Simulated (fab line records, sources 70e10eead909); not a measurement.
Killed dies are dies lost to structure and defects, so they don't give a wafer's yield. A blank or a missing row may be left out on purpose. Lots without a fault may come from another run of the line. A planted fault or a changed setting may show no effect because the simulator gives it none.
Problem report in the 8D (eight disciplines) form, filled by code | flow nand_harc | the parts of the form that need people (team, actions taken, sign-off) are left out

1. THE PROBLEM
oes_product_au at NHARC_A_STAIRCASE_TRIM_220 reads a mean of 1.208 a.u. on 6 wafers of 2 lots; wafers without a fault read 0.998 a.u. with a standard deviation of 0.0098. That is +21 standard deviations from the usual mean.
The step: chemistry O2, time 211.2 s.
First seen on wafer L401.1, day 20 14:01, on rie_diel-05. The record holds 42 wafers of 14 lots with a number at this step. Rule for "out", or "out of limits": more than 4 standard deviations from the usual mean. The other wafers with a number count as sound.

2. WHAT IT IS AND WHAT IT IS NOT
question                    | is                     | is not
which readings at this step | oes_product_au         | drypump_motor_current_A, rf_vpp_V, showerhead_plenum_p_Torr, throttle_valve_pct
which lots                  | L401, L405             | L392, L394, L397, L406, L407, L409, L410, L411, L412, L413, L414, L415
which wafers of those lots  | all that have a number | -
read on which tools         | rie_diel-05            | rie_diel-09, rie_diel-11
when                        | from day 20 14:01      | up to then (9 sound wafers); but 27 sound wafers of L406, L407, L409, L410, L411, L412, L413, L414, L415 came after

3. SUSPECTS, AND WHAT RULES EACH OUT
Counting: a tool at a process step up to the reading stays a suspect if it ran every lot that is out and no sound lot after the first of them.
- rie_diel-05 at NHARC_A_STAIRCASE_TRIM_220 (chemistry O2, time 211.2 s): ruled out as a lasting fault. Sound lots L410 ran on it after its first lot that is out, L401 (day 20 14:01).
Left after counting: nothing in the record.

4. THE CAUSE (what the simulator had put in)
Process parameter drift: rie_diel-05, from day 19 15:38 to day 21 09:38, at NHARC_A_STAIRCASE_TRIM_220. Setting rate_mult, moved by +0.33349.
Counting ruled it out, wrongly.

5. THE CHAIN OF EFFECTS, in route order
Each row: a reading whose mean over the struck wafers that have a number lies more than 3 standard deviations from the usual. Only readings for which the record gives a usual standard deviation are gone through. hours: the time from each lot's start at the first step in this table that gives one to its start at this step, as a median over the lots. sigmas: the change in usual standard deviations.
hours | step                       | reading        | usual      | on struck wafers | change | sigmas
0     | NHARC_A_STAIRCASE_TRIM_220 | oes_product_au | 0.998 a.u. | 1.208            | +0.210 | +21
The process steps in it:
- NHARC_A_STAIRCASE_TRIM_220: chemistry O2, time 211.2 s.

6. WHAT WOULD HAVE CAUGHT IT SOONER
In this record the first reading out of limits was taken at day 20 14:01, 22 hours after the fault began at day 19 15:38.
